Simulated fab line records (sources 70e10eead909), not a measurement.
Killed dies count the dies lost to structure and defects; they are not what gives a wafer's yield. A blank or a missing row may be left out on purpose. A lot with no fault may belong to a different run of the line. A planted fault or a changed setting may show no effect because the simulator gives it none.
Comparing a struck lot with a sound one -- flow nand-harc -- 14 steps out of a route of 1159
Sound: the wafers L301.4, L301.5, L301.6. Wafers struck: L308.3, L308.4. The cause comes at the end.
Order at every step that has rows: each side's tool, ch and its chambers, its first start. Under that, the readings that differ: sound wafers -- struck wafers -- difference of the means -- sigmas: that difference in standard deviations of wafers without a fault.
alike: readings whose means differ by less than 2 such deviations, and words and numbers that are the same on both sides. not compared: withheld readings, readings that some wafer has no value for, bounds like >300 that may hide the same value, and numbers for which the record gives no deviation and whose values overlap.
The two part at a step that has a row with sigmas, a row that says differs or no value, or rows on one side only. Non-overlapping numbers with no deviation appear without sigmas and do not part them. A reading missing from all wafers of one side parts the sides only when that side holds two or more wafers.

first, 2 steps without rows for these wafers: NHARC_A_WL_FILL_ANNEAL_08 (time 1800 s); NHARC_A_WL_FILL_ALD_10 (deposits SiO2, target thk 50 nm, pulse time 10 s, ald cycles 500).
NHARC_A_WL_FILL_ETCHBACK_16: etches the open film in C4F8/O2/Ar, target depth 88 nm, time 17.6 s.
  sound on rie-diel-03 ch 0,2,3; struck on rie-diel-12 ch 0,3
  alike: oes-product-au, rf-vpp-V
  not compared: rf-hours-counter-h
NHARC_A_WL_FILL_STRIP_29: strips in O2, time 20 s.
  sound on rie-diel-03 ch 1,2, day 18 19:31; struck on rie-diel-12 ch 0,2, day 20 00:12
  alike: drypump-motor-current-A, oes-product-au, rf-vpp-V, showerhead-plenum-p-Torr, throttle-valve-pct
  not compared: rf-hours-counter-h
NHARC_A_WL_FILL_ETCHBACK_17: etches the open film in Cl2/BCl3, target depth 4 nm, time 26.7 s.
  sound on rie-metal-02 ch 0,1, day 18 19:40; struck on rie-metal-02 ch 0,1, day 20 00:20
  alike: drypump-motor-current-A, oes-product-au
  not compared: rf-hours-counter-h
then, 3 steps without rows for these wafers: NHARC_A_WL_FILL_PRECLEAN_18 (cleans in dHF, time 30 s); NHARC_A_WL_FILL_SRD_21; NHARC_A_WL_FILL_CVD_23 (deposits poly-Si, target thk 40 nm, time 800 s).
NHARC_A_WL_FILL_ETCHBACK_26: etches the open film in HBr, target depth 52 nm, time 13.3 s.
  sound on rie-si-03 ch 0,1,2, day 19 00:05; struck on rie-si-03 ch 0,2, day 20 05:29
  alike: drypump-motor-current-A, oes-product-au, throttle-valve-pct
  not compared: rf-hours-counter-h
then, 2 steps without rows for these wafers: NHARC_A_WL_FILL_PRECLEAN_30 (cleans in dHF, time 10 s); NHARC_A_WL_FILL_SRD_14.
NHARC_A_WL_FILL_ALD_19: deposits TiN, target thk 2 nm, pulse time 3 s, ald cycles 100.
  sound on ald-metal-01 ch 0,1,3, day 19 00:22; struck on ald-metal-02 ch 0,1, day 20 05:44
reading,sound,struck,difference,sigmas
ald-cycles,100 100 100,114 114,+14,
  alike: heater-power-outer-w, heater-power-w, precursor-pulse-height-rel
NHARC_A_WL_FILL_CVD_20: deposits W, target thk 75 nm, time 5064 s.
  sound on cvd-w-01 ch 0,1; struck on cvd-w-01 ch 0,1
  alike: heater-power-outer-w, heater-power-w, throttle-valve-pct
-- record jumps: 4 days between struck wafers' starts before vs after; left off in module A_WL_FILL, resumes in module END, first step shown is number 1159 of the route --
NHARC_END_SORT_01:
  the record has rows for the struck wafers here (prober-01 ch 0, day 23 21:51) and none for the sound ones

== WHERE THEY PART ==
At NHARC_END_SORT_01 and nowhere else, as far as this record goes.

WHY: what the simulator had put in
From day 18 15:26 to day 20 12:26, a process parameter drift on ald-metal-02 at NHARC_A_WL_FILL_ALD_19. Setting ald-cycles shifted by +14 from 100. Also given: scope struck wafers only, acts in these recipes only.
